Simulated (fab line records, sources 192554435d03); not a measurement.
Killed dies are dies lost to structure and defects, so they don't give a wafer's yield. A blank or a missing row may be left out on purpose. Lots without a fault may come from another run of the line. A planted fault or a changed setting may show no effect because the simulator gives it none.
fab line records | flow n5_finfet
record lots=24 wafers=72 last_day=17
route steps=1938 shown BEOL_M8@1352 BEOL_M9@1405
lots that met no fault: from a run of the same line without faults
start_h: hours from the record's first day to the start of the lot's first wafer shown | wait_h: hours since the lot's step before | " the same as in the row above | L1.1+2: a row that stands for several wafers | - no value, or no start given | * or withheld: withheld | < > ~ a bound
route shown NAME@n: a module of which the file shows steps, and the number in the route of the first | usual: mean/standard deviation of fault-free wafers | same: alike in all rows | chamber/n: place in a boat | sites: the reading at each site | _std_site: their standard deviation | _edge_site: outer sites' mean less inner sites' | radius_mm: how far each site lies from the wafer's centre | mask NAME#n: copy n | behind: the tool/chamber that last shaped the wafer | hold: why the lot was held/for how many hours/how that ended | device: the transistor (n, p or np) that didn't switch | end of line: the same wafers' tests at the end of the route | a step without rows: its recipe alone | killed: dies lost to structure and defects at the first sort, not the wafer's yield | map: a wafer's dies, x killed, . not, _ none there
set.NAME: the setting as run; set.NAME@STEP: as run at that earlier step | model.NAME: the simulator's own value behind a step, which no gauge read
steps of the route over a sample of lots; a table a step, a row a wafer
services: from which hour (start_h, from the record's first day; less than 0 if before it) a tool's chamber was out of use, for how many hours, and why
## steps
# step N5_BEOL_M8_STRIP_67
# recipe chemistry=CF4 resist=SiARC power_w=300 bias_power_w=75 pressure_mtorr=50 cf4_flow_sccm=150 rf_frequency_hz=6e+07
# usual drypump_motor_current_A=5.6/0.39 oes_product_au=0.78/0.083 rf_vpp_V=270.5/1.4 showerhead_plenum_p_Torr=1.76/0.039 throttle_valve_pct=13.62/0.23
# columns lot.wafer tool chamber start_h wait_h drypump_motor_current_A oes_product_au rf_hours_counter_h rf_vpp_V showerhead_plenum_p_Torr throttle_valve_pct
L074.1 rie_diel-04 0 201.46 0.0 6.1 0.71 223 274.1 1.82 13.63
L074.3 " 1 " " 5.1 0.75 161 269.4 1.72 13.85
L074.6 " 3 " " 5.5 0.76 - 269.1 1.73 13.63
L075.1 rie_diel-06 0 214.50 0.0 5.7 0.94 8 270.8 1.74 13.13
L075.4 " 2 " " 5.5 0.74 189 269.1 1.78 13.86
L075.5 " 0 " " 5.7 0.93 - 271.4 1.74 13.14
L077.2 rie_diel-04 3 218.12 0.0 5.5 0.76 136 269.7 1.73 13.64
L077.3 " 0 " " 6.1 0.71 228 274.3 1.82 13.63
L077.6 " 2 " " 6.0 0.70 - 269.5 1.76 13.70
L076.4 rie_diel-02 3 220.71 0.0 5.2 0.83 62 269.7 1.76 13.69
L076.5 " 3 " " 5.2 0.84 - 270.0 1.76 13.68
L076.6 " 0 " " 5.9 0.71 - 272.8 1.85 13.73
L078.1 rie_diel-06 3 221.22 0.0 5.5 0.84 79 269.1 1.75 13.49
L078.5 " 3 " " 5.5 0.84 - 270.9 1.75 13.49
L078.6 " 2 " " 5.5 0.74 - 271.5 1.78 13.87
L081.2 rie_diel-06 2 229.85 0.0 5.5 0.74 195 272.3 1.78 13.86
L081.3 " 1 " " 6.2 0.87 58 269.4 1.75 13.75
L081.6 " 3 " " 5.5 0.84 - 269.6 1.75 13.52
L079.1 rie_diel-04 2 230.63 0.0 6.0 0.70 226 271.1 1.76 13.70
L079.4 " 0 " " 6.1 0.71 231 273.6 1.82 13.63
L079.5 " 2 " " 6.0 0.70 - 269.8 1.76 13.68
L080.3 rie_diel-06 3 242.48 0.0 5.5 0.82 87 270.9 1.75 13.51
L080.4 " 0 " " 5.7 0.91 19 270.0 1.74 13.17
L080.5 " 0 " " 5.7 0.91 - 271.3 1.74 13.15
L082.3 rie_diel-04 2 242.53 0.0 6.0 0.69 230 269.1 1.76 13.73
L082.5 " 1 " " 5.1 0.74 - 269.2 1.71 13.88
L082.6 " 2 " " 6.0 0.69 - 268.6 1.76 13.70
L083.2 rie_diel-06 3 253.72 0.0 5.4 0.82 92 271.4 1.75 13.52
L083.3 " 1 " " 6.2 0.86 69 270.4 1.75 13.76
L083.5 " 3 " " 5.5 0.82 - 270.3 1.75 13.51
L088.4 rie_diel-02 2 276.51 0.0 4.8 0.72 - 271.7 1.82 13.57
L088.5 " 1 " " 5.6 0.69 - 267.8 1.71 13.66
L088.6 " 3 " " 5.2 0.80 - 270.4 1.75 13.71
L084.2 rie_diel-06 3 276.53 0.0 5.4 0.81 101 269.2 1.74 13.55
L084.3 " 2 " " 5.5 0.73 213 272.1 1.77 13.91
L084.5 " 0 " " 5.7 0.90 - 269.9 1.73 13.17
L085.1 rie_diel-04 0 276.82 0.0 6.1 0.70 247 272.6 1.81 13.69
L085.4 " 0 " " 6.1 0.70 - 273.6 1.81 13.67
L085.5 " 1 " " 5.1 0.73 - 269.3 1.71 13.90
L086.2 rie_diel-04 2 277.14 0.0 6.0 0.69 242 271.1 1.76 13.73
L086.3 " 1 " " 5.1 0.72 188 272.1 1.71 13.90
L086.6 " 1 " " 5.1 0.72 - 267.9 1.71 13.91
L087.1 rie_diel-02 1 294.80 0.0 5.7 0.68 243 267.4 1.71 13.64
L087.5 " 2 " " 4.8 0.71 - 271.1 1.82 13.60
L087.6 " 1 " " 5.7 0.69 - 269.4 1.70 13.66
L089.1 rie_diel-06 1 298.34 0.0 6.1 0.84 83 270.2 1.75 13.80
L089.3 " 3 " " 5.5 0.81 107 269.1 1.74 13.57
L089.5 " 2 " " 5.5 0.72 - 270.4 1.77 13.93
L090.4 rie_diel-02 2 302.66 0.0 4.8 0.72 226 270.4 1.82 13.61
L090.5 " 1 " " 5.6 0.68 - 268.6 1.70 13.67
L090.6 " 0 " " 5.9 0.96 - 272.6 1.85 13.24
L092.1 rie_diel-02 1 305.26 0.0 5.6 0.68 246 270.1 1.70 13.67
L092.2 " 2 " " 4.8 0.72 227 271.7 1.82 13.62
L092.3 " 0 " " 5.9 0.96 8 271.2 1.85 13.25
L091.2 rie_diel-06 0 305.42 0.0 5.7 0.87 39 273.4 1.73 13.20
L091.4 " 1 " " 6.2 0.83 85 268.5 1.75 13.81
L091.6 " 1 " " 6.2 0.84 - 269.8 1.75 13.78
L093.2 rie_diel-04 3 308.27 0.0 5.5 0.74 166 269.8 1.72 13.71
L093.4 " 1 " " 5.1 0.71 - 270.4 1.71 13.94
L093.5 " 3 " " 5.5 0.74 - 271.4 1.72 13.72
L094.1 rie_diel-04 2 329.46 0.0 6.0 0.95 5 270.1 1.75 13.21
L094.4 " 3 " " 5.5 0.73 174 267.3 1.72 13.74
L094.5 " 1 " " 5.1 0.71 - 269.6 1.70 13.94
L097.3 rie_diel-02 2 333.69 0.0 4.8 0.71 238 272.0 1.82 13.64
L097.4 " 3 " " 5.2 0.79 - 270.1 1.75 13.77
L097.5 " 2 " " 4.8 0.71 - 273.0 1.82 13.65
L096.2 rie_diel-06 1 334.98 0.0 6.1 0.83 96 268.8 1.74 13.83
L096.4 " 3 " " 5.5 0.79 121 268.9 1.74 13.61
L096.5 " 1 " " 6.1 0.83 - 270.3 1.74 13.82
L095.2 rie_diel-06 2 335.82 0.0 5.5 0.71 235 270.4 1.77 13.96
L095.5 " 0 " " 5.7 0.85 - 270.3 1.73 13.22
L095.6 " 3 " " 5.5 0.80 - 269.8 1.74 13.58
# step N5_BEOL_M8_CURE_75
# recipe temp_c=370 time_s=120 ambient=DMADMS/He material=SiCOH_lowk
# usual lamp_power_pct=52.31/0.05 wafer_temp_C_max=371.8/0.66
# columns lot.wafer tool chamber start_h wait_h lamp_power_pct wafer_temp_C_max
L074.1 uv_cure-02 0 202.86 0.0 52.29 371.3
L074.3 " 0 " " 52.25 371.2
L074.6 " 0 " " 52.37 371.1
L075.1 uv_cure-01 1 216.92 0.0 52.33 371.4
L075.4 " 1 " " 52.32 372.0
L075.5 " 1 " " 52.25 372.6
L077.2 uv_cure-02 1 220.04 0.4 52.30 372.2
L077.3 " 1 " " 52.38 372.5
L077.6 " 1 " " 52.28 372.6
L076.4 uv_cure-02 1 225.32 0.2 52.33 372.3
L076.5 " 1 " " 52.30 371.6
L076.6 " 1 " " 52.39 371.9
L078.1 uv_cure-02 1 225.47 0.2 52.37 372.0
L078.5 " 1 " " 52.30 372.2
L078.6 " 1 " " 52.33 372.4
L081.2 uv_cure-03 2 232.22 0.5 52.33 371.8
L081.3 " 2 " " 52.29 371.3
L081.6 " 2 " " 52.32 371.3
L079.1 uv_cure-03 1 232.47 0.3 52.38 372.0
L079.4 " 1 " " 52.32 371.8
L079.5 " 1 " " 52.28 371.9
L080.3 uv_cure-01 2 245.49 0.1 52.41 371.0
L080.4 " 2 " " 52.37 371.0
L080.5 " 2 " " 52.40 370.8
L082.3 uv_cure-02 0 245.90 0.1 52.30 371.7
L082.5 " 0 " " 52.33 371.5
L082.6 " 0 " " 52.33 371.7
L083.2 uv_cure-01 1 257.20 0.2 52.33 372.5
L083.3 " 1 " " 52.41 372.5
L083.5 " 1 " " 52.24 372.6
L084.2 uv_cure-03 0 280.66 0.1 52.29 372.4
L084.3 " 0 " " 52.39 372.3
L084.5 " 0 " " 52.40 372.0
L088.4 uv_cure-02 0 280.97 0.3 52.28 371.5
L088.5 " 0 " " 52.36 371.1
L088.6 " 0 " " 52.34 371.2
L085.1 uv_cure-03 2 281.21 0.1 52.34 371.4
L085.4 " 2 " " 52.27 372.9
L085.5 " 2 " " 52.34 371.9
L086.2 uv_cure-01 1 286.37 0.1 52.31 371.9
L086.3 " 1 " " 52.32 372.4
L086.6 " 1 " " 52.38 372.2
L087.1 uv_cure-01 1 296.12 0.0 52.16 373.0
L087.5 " 1 " " 52.31 372.4
L087.6 " 1 " " 52.37 372.6
L089.1 uv_cure-01 0 300.80 0.1 52.25 372.0
L089.3 " 0 " " 52.34 371.5
L089.5 " 0 " " 52.31 371.2
L090.4 uv_cure-01 2 304.59 0.5 52.33 371.4
L090.5 " 2 " " 52.32 371.3
L090.6 " 2 " " 52.42 371.6
L092.1 uv_cure-03 0 307.17 0.0 52.27 371.7
L092.2 " 0 " " 52.24 371.8
L092.3 " 0 " " 52.23 372.2
L091.2 uv_cure-01 0 307.25 0.1 52.28 371.0
L091.4 " 0 " " 52.35 371.1
L091.6 " 0 " " 52.37 371.5
L093.2 uv_cure-02 0 314.03 0.1 52.34 371.4
L093.4 " 0 " " 52.35 372.2
L093.5 " 0 " " 52.39 371.0
L094.1 uv_cure-01 0 331.54 0.0 52.31 371.4
L094.4 " 0 " " 52.33 371.1
L094.5 " 0 " " 52.34 371.1
L097.3 uv_cure-02 2 335.26 0.2 52.30 371.0
L097.4 " 2 " " 52.27 370.8
L097.5 " 2 " " 52.25 370.4
L096.2 uv_cure-01 0 337.97 0.2 52.24 371.8
L096.4 " 0 " " 52.37 371.7
L096.5 " 0 " " 52.20 371.3
L095.2 uv_cure-02 1 338.03 0.1 52.28 372.2
L095.5 " 1 " " 52.28 373.0
L095.6 " 1 " " 52.29 372.6
# step N5_BEOL_M9_HM_DEP_02
# recipe material=TiN target_thk_a=200 temp_c=25 chamber_pressure_pa=0.49996
# usual throttle_valve_pct=29.8/1.1
# columns lot.wafer tool chamber start_h wait_h throttle_valve_pct
L074.1 pvd_sputter-02 - 206.45 0.3 30.3
L074.3 " - " " 30.3
L074.6 " - " " 29.0
L075.1 pvd_sputter-02 - 225.27 4.0 30.6
L075.4 " - " " 29.1
L075.5 " - " " 30.6
L077.2 pvd_sputter-02 - 225.47 2.1 30.4
L077.3 " - " " 29.0
L077.6 " - " " 30.4
L076.4 pvd_sputter-01 - 228.96 0.6 28.3
L076.5 " - " " 31.5
L076.6 " - " " 28.1
L078.1 pvd_sputter-01 - 229.06 0.3 30.5
L078.5 " - " " 31.5
L078.6 " - " " 28.4
L079.1 pvd_sputter-03 - 237.44 1.5 29.3
L079.4 " - " " 27.5
L079.5 " - " " 29.6
L081.2 pvd_sputter-03 - 237.54 1.5 28.8
L081.3 " - " " 29.2
L081.6 " - " " 30.1
L080.3 pvd_sputter-03 - 248.74 0.3 27.6
L080.4 " - " " 29.1
L080.5 " - " " 28.9
L082.3 pvd_sputter-01 - 252.92 3.6 30.2
L082.5 " - " " 28.1
L082.6 " - " " 31.8
L083.2 pvd_sputter-01 - 261.88 0.0 28.3
L083.3 " - " " 30.5
L083.5 " - " " 30.5
L084.2 pvd_sputter-01 - 284.12 0.8 30.2
L084.3 " - " " 31.7
L084.5 " - " " 28.3
L088.4 pvd_sputter-03 - 286.64 3.0 27.8
L088.5 " - " " 30.2
L088.6 " - " " 27.6
L085.1 pvd_sputter-02 - 286.86 1.6 30.3
L085.4 " - " " 30.4
L085.5 " - " " 29.7
L086.2 pvd_sputter-03 - 291.59 1.5 30.3
L086.3 " - " " 29.1
L086.6 " - " " 30.5
L087.1 pvd_sputter-01 - 301.43 0.7 28.3
L087.5 " - " " 28.4
L087.6 " - " " 30.0
L089.1 pvd_sputter-02 - 307.25 1.7 29.1
L089.3 " - " " 30.1
L089.5 " - " " 30.0
L090.4 pvd_sputter-02 - 309.43 0.3 29.0
L090.5 " - " " 29.8
L090.6 " - " " 30.0
L091.2 pvd_sputter-02 - 314.04 3.1 29.4
L091.4 " - " " 30.6
L091.6 " - " " 30.0
L092.1 pvd_sputter-01 - 314.11 2.9 28.4
L092.2 " - " " 30.5
L092.3 " - " " 31.7
L093.2 pvd_sputter-03 - 319.38 0.5 29.1
L093.4 " - " " 27.4
L093.5 " - " " 29.4
L094.1 pvd_sputter-02 - 337.80 2.2 29.9
L094.4 " - " " 29.8
L094.5 " - " " 29.3
L097.3 pvd_sputter-02 - 339.82 0.0 30.1
L097.4 " - " " 30.6
L097.5 " - " " 30.2
L095.2 pvd_sputter-01 - 344.36 3.0 28.2
L095.5 " - " " 28.2
L095.6 " - " " 31.6
L096.2 pvd_sputter-01 - 344.50 2.7 28.0
L096.4 " - " " 30.4
L096.5 " - " " 30.2
# step N5_BEOL_M9_OVL_MEAS_12
# recipe points_per_wafer=44
# usual M9_OVL=0.7/0.83
# columns lot.wafer tool chamber start_h wait_h M9_OVL[nm]
L074.1 overlay-02 0 206.98 0.0 0.4
L074.3 " 0 " " 1.3
L074.6 " 0 " " -0.9
L075.1 overlay-02 0 225.80 0.0 3.0
L075.4 " 0 " " 0.9
L075.5 " 0 " " 1.3
L077.2 overlay-01 0 226.00 0.0 1.5
L077.3 " 0 " " -0.6
L077.6 " 0 " " 0.8
L076.4 overlay-02 0 229.37 0.0 -0.2
L076.5 " 0 " " 1.3
L076.6 " 0 " " 0.5
L078.1 overlay-02 0 229.47 0.0 1.8
L078.5 " 0 " " 1.5
L078.6 " 0 " " 0.7
L079.1 overlay-02 0 237.85 0.0 0.3
L079.4 " 0 " " -1.0
L079.5 " 0 " " -0.2
L081.2 overlay-01 0 238.07 0.0 -0.7
L081.3 " 0 " " 0.2
L081.6 " 0 " " 0.5
L080.3 overlay-01 0 249.26 0.0 2.4
L080.4 " 0 " " 1.1
L080.5 " 0 " " 1.4
L082.3 overlay-01 0 253.45 0.0 1.4
L082.5 " 0 " " -0.1
L082.6 " 0 " " 0.5
L083.2 overlay-01 0 262.29 0.0 0.0
L083.3 " 0 " " 0.9
L083.5 " 0 " " 0.9
L084.2 overlay-01 0 284.65 0.0 1.4
L084.3 " 0 " " 1.8
L084.5 " 0 " " 0.5
L088.4 overlay-01 0 287.17 0.0 0.3
L088.5 " 0 " " 2.1
L088.6 " 0 " " 0.7
L085.1 overlay-02 0 287.26 0.0 0.1
L085.4 " 0 " " 1.0
L085.5 " 0 " " 1.2
L086.2 overlay-01 0 292.12 0.0 1.1
L086.3 " 0 " " 1.5
L086.6 " 0 " " 0.5
L087.1 overlay-02 0 301.84 0.0 0.3
L087.5 " 0 " " 0.1
L087.6 " 0 " " 0.5
L089.1 overlay-01 0 307.77 0.0 0.1
L089.3 " 0 " " 0.2
L089.5 " 0 " " -0.3
L090.4 overlay-01 0 309.96 0.0 0.9
L090.5 " 0 " " -0.1
L090.6 " 0 " " 1.0
L091.2 overlay-01 0 314.44 0.0 0.9
L091.4 " 0 " " 0.6
L091.6 " 0 " " 1.1
L092.1 overlay-01 0 314.63 0.0 0.6
L092.2 " 0 " " 1.8
L092.3 " 0 " " 1.4
L093.2 overlay-02 0 319.91 0.0 -0.7
L093.4 " 0 " " -0.1
L093.5 " 0 " " 0.5
L094.1 overlay-02 0 338.21 0.0 -1.3
L094.4 " 0 " " 0.5
L094.5 " 0 " " -0.1
L097.3 overlay-01 0 340.36 0.0 0.4
L097.4 " 0 " " -0.3
L097.5 " 0 " " 0.2
L095.2 overlay-01 0 344.89 0.0 1.2
L095.5 " 0 " " 1.6
L095.6 " 0 " " 1.1
L096.2 overlay-01 0 345.05 0.0 -0.3
L096.4 " 0 " " 0.4
L096.5 " 0 " " 0.2
# step N5_BEOL_M9_ETCH_62
# recipe chemistry=N2/H2 target=SOC target_depth_a=1100 overetch_a=220 mask_material=SiARC temp_c=40 time_s=165 ion_energy_ev=200 pressure_mtorr=30 source_w=840 bias_w=150 n2_flow_sccm=200 h2_flow_sccm=200
# usual drypump_motor_current_A=5.8/0.58 oes_product_au=0.69/0.066 rf_vpp_V=523.0/2 showerhead_plenum_p_Torr=2.51/0.069 throttle_valve_pct=17.78/0.24
# columns lot.wafer tool chamber start_h wait_h drypump_motor_current_A oes_product_au rf_hours_counter_h rf_vpp_V showerhead_plenum_p_Torr throttle_valve_pct
L074.1 rie_diel-01 0 207.12 0.0 6.0 0.63 163 523.0 2.52 17.84
L074.3 " 3 " " 6.3 0.64 134 520.1 2.45 17.78
L074.6 " 1 " " 5.7 0.57 - 521.4 2.39 17.89
L075.1 rie_diel-05 2 225.95 0.0 5.7 0.72 60 524.9 2.58 17.49
L075.4 " 3 " " 5.5 0.78 - 525.2 2.63 17.92
L075.5 " 0 " " 6.4 0.65 - 522.4 2.47 18.09
L077.2 rie_diel-05 2 226.21 0.0 5.7 0.72 60 524.2 2.58 17.49
L077.3 " 3 " " 5.5 0.77 24 524.5 2.63 17.93
L077.6 " 2 " " 5.7 0.72 - 523.5 2.58 17.47
L076.4 rie_diel-01 2 229.78 0.0 5.6 0.72 53 521.6 2.46 17.59
L076.5 " 1 " " 5.7 0.57 - 519.7 2.39 17.91
L076.6 " 0 " " 6.0 0.62 - 523.6 2.52 17.86
L078.1 rie_diel-03 2 229.91 0.0 5.2 0.60 216 524.8 2.51 18.08
L078.5 " 1 " " 4.7 0.74 - 522.1 2.49 17.99
L078.6 " 2 " " 5.2 0.61 - 523.5 2.51 18.10
L079.1 rie_diel-03 1 238.21 0.0 4.7 0.73 48 523.4 2.49 17.98
L079.4 " 2 " " 5.2 0.60 219 523.3 2.50 18.10
L079.5 " 3 " " 6.4 0.74 - 520.4 2.50 17.62
L081.2 rie_diel-03 0 238.46 0.0 6.6 0.82 2 523.2 2.48 17.41
L081.3 " 2 " " 5.2 0.60 219 522.7 2.50 18.10
L081.6 " 0 " " 6.6 0.82 - 522.5 2.48 17.43
L080.3 rie_diel-03 1 249.40 0.0 4.7 0.73 50 521.1 2.49 18.02
L080.4 " 0 " " 6.6 0.81 5 522.9 2.48 17.43
L080.5 " 0 " " 6.6 0.80 - 521.4 2.48 17.42
L082.3 rie_diel-05 0 253.61 0.0 6.4 0.63 126 521.4 2.46 18.10
L082.5 " 0 " " 6.4 0.64 - 520.2 2.46 18.09
L082.6 " 1 " " 5.4 0.68 - 523.7 2.56 17.46
L083.2 rie_diel-01 0 262.43 0.0 6.0 0.61 182 523.2 2.52 17.88
L083.3 " 3 " " 6.4 0.63 151 521.1 2.44 17.79
L083.5 " 3 " " 6.3 0.63 - 519.6 2.44 17.82
L084.2 rie_diel-03 2 284.79 0.0 5.2 0.60 232 524.1 2.50 18.11
L084.3 " 0 " " 6.6 0.77 14 522.8 2.48 17.44
L084.5 " 0 " " 6.5 0.78 - 522.1 2.48 17.43
L088.4 rie_diel-05 2 287.68 0.0 5.7 0.70 80 525.9 2.57 17.51
L088.5 " 0 " " 6.4 0.63 - 522.3 2.46 18.11
L088.6 " 3 " " 5.5 0.74 - 526.3 2.62 17.94
L085.1 rie_diel-05 3 287.93 0.0 5.5 0.74 44 525.9 2.62 17.97
L085.4 " 0 " " 6.4 0.64 135 522.2 2.46 18.12
L085.5 " 3 " " 5.5 0.74 - 523.8 2.62 17.97
L086.2 rie_diel-01 0 292.26 0.0 6.0 0.61 192 524.1 2.51 17.89
L086.3 " 2 " " 5.6 0.70 73 521.5 2.45 17.62
L086.6 " 2 " " 5.6 0.69 - 521.8 2.45 17.61
L087.1 rie_diel-03 2 301.98 0.0 5.2 0.59 236 522.5 2.50 18.12
L087.5 " 3 " " 6.4 0.72 - 522.3 2.49 17.66
L087.6 " 0 " " 6.5 0.77 - 522.9 2.48 17.47
L089.1 rie_diel-01 1 307.92 0.0 5.7 0.77 18 528.9 2.70 17.49
L089.3 " 2 " " 5.6 0.69 78 522.2 2.45 17.60
L089.5 " 3 " " 6.3 0.63 - 521.2 2.44 17.83
L090.4 rie_diel-01 3 310.10 0.0 6.3 0.63 162 521.0 2.44 17.83
L090.5 " 3 " " 6.3 0.63 - 519.6 2.44 17.83
L090.6 " 0 " " 6.0 0.60 - 525.1 2.51 17.91
L091.2 rie_diel-01 2 314.59 0.0 5.6 0.69 80 521.1 2.45 17.62
L091.4 " 0 " " 6.1 0.61 199 522.5 2.51 17.90
L091.6 " 2 " " 5.7 0.68 - 521.1 2.45 17.61
L092.1 rie_diel-03 2 314.78 0.0 5.2 0.58 240 523.1 2.50 18.13
L092.2 " 3 " " 6.4 0.71 64 522.2 2.49 17.66
L092.3 " 0 " " 6.5 0.77 23 523.8 2.48 17.46
L093.2 rie_diel-03 0 320.20 0.0 6.6 0.76 25 522.1 2.48 17.46
L093.4 " 2 " " 5.2 0.60 242 523.4 2.50 18.13
L093.5 " 0 " " 6.6 0.77 - 521.4 2.47 17.46
L094.1 rie_diel-03 0 338.83 0.0 6.6 0.75 31 521.7 2.47 17.48
L094.4 " 1 " " 4.7 0.70 76 521.7 2.48 18.06
L094.5 " 1 " " 4.7 0.70 - 523.3 2.48 18.05
L097.3 rie_diel-03 3 340.50 0.0 6.4 0.70 72 522.6 2.49 17.67
L097.4 " 1 " " 4.7 0.70 77 521.2 2.48 18.04
L097.5 " 0 " " 6.6 0.75 - 522.8 2.47 17.47
L095.2 rie_diel-05 3 345.03 0.0 5.5 0.72 63 522.6 2.61 17.99
L095.5 " 2 " " 5.7 0.68 - 524.3 2.56 17.53
L095.6 " 0 " " 6.4 0.62 - 520.7 2.45 18.13
L096.2 rie_diel-01 1 345.24 0.0 5.7 0.75 29 528.8 2.69 17.50
L096.4 " 2 " " 5.6 0.68 89 521.7 2.45 17.65
L096.5 " 0 " " 6.0 0.60 - 522.3 2.50 17.95
# step N5_BEOL_M9_CD_MEAS_28
# recipe target_cd_nm=70 landing_energy_ev=500 detector=se_inlens polarity=opening
# usual cd_nm=70.0/0.31
# columns lot.wafer tool chamber start_h wait_h cd_nm
L074.1 cd_sem-02 0 208.63 - 70.1
L074.3 " 0 " " 70.7
L074.6 " 0 " " 70.4
L075.1 cd_sem-03 0 226.85 - 70.1
L075.4 " 0 " " 70.1
L075.5 " 0 " " 70.0
L077.2 cd_sem-03 0 227.01 - 69.5
L077.3 " 0 " " 69.9
L077.6 " 0 " " 70.4
L078.1 cd_sem-03 0 230.74 - 69.8
L078.5 " 0 " " 69.9
L078.6 " 0 " " 69.9
L076.4 cd_sem-02 0 230.91 - 70.3
L076.5 " 0 " " 70.2
L076.6 " 0 " " 70.5
L081.2 cd_sem-03 0 240.59 - 69.9
L081.3 " 0 " " 70.0
L081.6 " 0 " " 70.4
L079.1 cd_sem-03 0 240.76 - 70.1
L079.4 " 0 " " 69.8
L079.5 " 0 " " 70.1
L080.3 cd_sem-03 0 252.40 - 70.1
L080.4 " 0 " " 70.4
L080.5 " 0 " " 69.6
L082.3 cd_sem-01 0 256.08 - 69.5
L082.5 " 0 " " 69.6
L082.6 " 0 " " 69.8
L083.2 cd_sem-01 0 263.22 - 70.0
L083.3 " 0 " " 70.3
L083.5 " 0 " " 70.3
L084.2 cd_sem-01 0 285.62 - 70.0
L084.3 " 0 " " 70.8
L084.5 " 0 " " 70.1
L085.1 cd_sem-01 0 290.81 - 70.0
L085.4 " 0 " " 70.1
L085.5 " 0 " " 70.5
L088.4 cd_sem-03 0 290.86 - 69.7
L088.5 " 0 " " 70.1
L088.6 " 0 " " 70.5
L086.2 cd_sem-02 0 292.93 - 69.7
L086.3 " 0 " " 69.8
L086.6 " 0 " " 70.0
L087.1 cd_sem-01 0 303.30 - 70.4
L087.5 " 0 " " 69.8
L087.6 " 0 " " 70.1
L089.1 cd_sem-01 0 313.01 - 70.1
L089.3 " 0 " " 70.9
L089.5 " 0 " " 70.3
L090.4 cd_sem-03 0 313.05 - 70.0
L090.5 " 0 " " 70.1
L090.6 " 0 " " 70.2
L092.1 cd_sem-03 0 315.83 - 70.2
L092.2 " 0 " " 70.1
L092.3 " 0 " " 70.4
L091.2 cd_sem-02 0 315.87 - 69.9
L091.4 " 0 " " 70.3
L091.6 " 0 " " 69.9
L093.2 cd_sem-02 0 322.91 - 69.9
L093.4 " 0 " " 69.9
L093.5 " 0 " " 69.4
L094.1 cd_sem-01 0 339.62 - 69.5
L094.4 " 0 " " 69.9
L094.5 " 0 " " 70.0
L097.3 cd_sem-02 0 343.41 - 70.1
L097.4 " 0 " " 69.4
L097.5 " 0 " " 69.9
L095.2 cd_sem-03 0 348.30 - 69.9
L095.5 " 0 " " 70.4
L095.6 " 0 " " 69.6
L096.2 cd_sem-01 0 348.39 - 70.3
L096.4 " 0 " " 70.1
L096.5 " 0 " " 70.4
## services
# columns tool chamber start_h hours kind
rie_diel-06 0 177.60 - clean
rie_diel-06 0 177.60 - consumable_replace:focus_ring
rie_diel-06 0 177.60 13.5 scheduled_down
uv_cure-01 - 185.44 7.5 pm
rie_diel-02 0 197.42 3.8 repair
uv_cure-02 - 201.80 1.0 pm
uv_cure-03 - 207.06 0.8 repair
rie_diel-05 3 215.50 3.4 repair
rie_diel-05 1 223.62 5.1 repair
uv_cure-02 - 228.84 4.9 repair
uv_cure-01 - 247.66 8.7 repair
rie_diel-06 0 247.66 11.7 repair
rie_diel-01 3 248.54 4.6 repair
rie_diel-03 - 271.79 0.6 repair
rie_diel-04 3 275.02 10.0 repair
pvd_sputter-03 - 277.53 2.1 repair
rie_diel-06 3 280.34 5.1 repair
uv_cure-02 - 303.69 7.5 pm
rie_diel-05 2 312.96 1.2 repair
rie_diel-05 0 325.26 13.9 repair
uv_cure-03 - 325.84 1.0 pm
uv_cure-03 - 326.84 2.8 pm
rie_diel-05 1 332.19 21.8 repair
uv_cure-03 - 335.64 14.6 pm
## key
fault none
